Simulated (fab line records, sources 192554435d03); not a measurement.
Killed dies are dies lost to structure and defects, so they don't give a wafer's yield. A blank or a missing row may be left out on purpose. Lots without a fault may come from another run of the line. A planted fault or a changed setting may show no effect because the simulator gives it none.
Which tool did it? | flow n5_finfet | 11 lots, 33 wafers sampled, at 1 step of a route of 1938

WHAT THE GAUGES READ, wafer by wafer
N5_BEOL_M5_CD_MEAS_18: pitch 56 nm, target cd 28 nm.
lot  | measured     | on        | cd_nm (nm)
L075 | day 8 12:22  | cd_sem-03 | 28.27 27.65 28.38
L077 | day 8 18:29  | cd_sem-02 | 27.87 28.00 28.41
L079 | day 9 07:17  | cd_sem-03 | 28.37 28.19 27.91
L081 | day 9 22:27  | cd_sem-03 | 28.32 27.91 28.38
L084 | day 10 13:20 | cd_sem-03 | 28.19 28.04 28.42
L087 | day 11 06:07 | cd_sem-03 | 27.96 28.10 28.01
L089 | day 11 12:35 | cd_sem-03 | 28.08 28.20 28.11
L090 | day 11 21:27 | cd_sem-01 | 28.09 27.95 27.67
L092 | day 12 14:58 | cd_sem-02 | 28.30 28.36 28.56
L094 | day 12 18:13 | cd_sem-02 | 28.29 28.08 27.52
L096 | day 13 09:58 | cd_sem-03 | 28.09 28.37 28.42

WHICH TOOL RAN EACH LOT (tool, then ch and the chambers of the sampled wafers, then the start)
The record holds no process step before these readings.

THE ANSWER, worked out from the rows above alone
Rule: what is usual is taken from the lots themselves. Put in order of their means at a reading, lots are off if they are a third of the lots or fewer, leave a main group of 4 or more, and stand apart from it by a gap of 3 or more times the standard deviation of the main group's means; of several such gaps the widest counts. A main group whose means are all the same, to the digits that the tables above print for the reading, isn't used. A lot without any number at a reading at which 4 lots or more have one is off too. The other lots that the step has rows for count as sound.
No lot is off at any reading shown: from this, nothing can be told.

WHAT THE SIMULATOR HAD PUT IN
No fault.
